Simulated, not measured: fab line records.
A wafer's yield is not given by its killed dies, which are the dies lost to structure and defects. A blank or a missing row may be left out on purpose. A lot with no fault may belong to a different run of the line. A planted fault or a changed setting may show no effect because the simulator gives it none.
Matching of chambers -- flow n5-finfet -- N5_BEOL_M12_ETCH_59 on rie-diel-02: 4 sister chambers
The step etches BARC in N2/H2, target depth 89 nm, overetch 26.7 nm, time 67.9 s. 14 wafers are shown with their chamber, then 7 later ones without.

## WAFERS WITH THEIR CHAMBER
wafer,chamber,showerhead-plenum-p-Torr (Torr),drypump-motor-current-A (A),rf-vpp-V (V)
L076.2,1,2.69,6.30,528.1
L076.4,3,2.60,6.11,524.9
L076.6,3,2.60,6.11,524.8
L074.2,2,2.42,6.17,521.2
L074.3,3,2.60,6.11,523.8
L074.4,0,2.46,6.27,521.5
L081.2,3,2.60,6.14,525.3
L081.4,0,2.46,6.26,521.5
L081.6,1,2.69,6.30,528.8
L085.2,0,2.45,6.27,520.8
L085.4,1,2.68,6.29,527.4
L085.5,3,2.59,6.12,525.0
L088.1,2,2.41,6.19,520.2
L088.3,1,2.68,6.29,526.6

SIGNATURES (averages over the wafers above)
reading,chamber 0,chamber 1,chamber 2,chamber 3,scatter within a chamber
showerhead-plenum-p-Torr,2.4567,2.6850,2.4150,2.5980,0.00545
drypump-motor-current-A,6.2667,6.2950,6.1800,6.1180,0.0102
rf-vpp-V,521.267,527.725,520.700,524.760,0.692
Rule: for each reading, subtract the chamber's mean from the wafer's reading, divide by that reading's scatter and square the result; add these up over the readings and take the root, which gives the wafer's distance from the chamber. The wafer belongs to the nearest chamber; if the next one is less than 2 further off, it can't be placed. The scatter: take each reading less its chamber's mean, square it, sum over the shown wafers, divide by the number of wafers less the number of chambers, and take the root.

## WAFERS WITH NO CHAMBER GIVEN
wafer,showerhead-plenum-p-Torr (Torr),drypump-motor-current-A (A),rf-vpp-V (V)
L088.5,2.41,6.17,519.6
L091.2,2.44,6.28,521.9
L091.3,2.44,6.27,521.4
L091.5,2.67,6.31,526.8
L092.1,2.58,6.11,525.0
L092.4,2.44,6.29,521.4
L092.5,2.58,6.11,522.3

## WHICH CHAMBER EACH WENT THROUGH
wafer,from the rows above,in truth
L088.5,2,2
L091.2,0,0
L091.3,0,0
L091.5,1,1
L092.1,3,3
L092.4,0,0
L092.5,3,3
Correctly placed: 7 of 7. Number that these rows cannot place: 0. 0 placed wrongly.
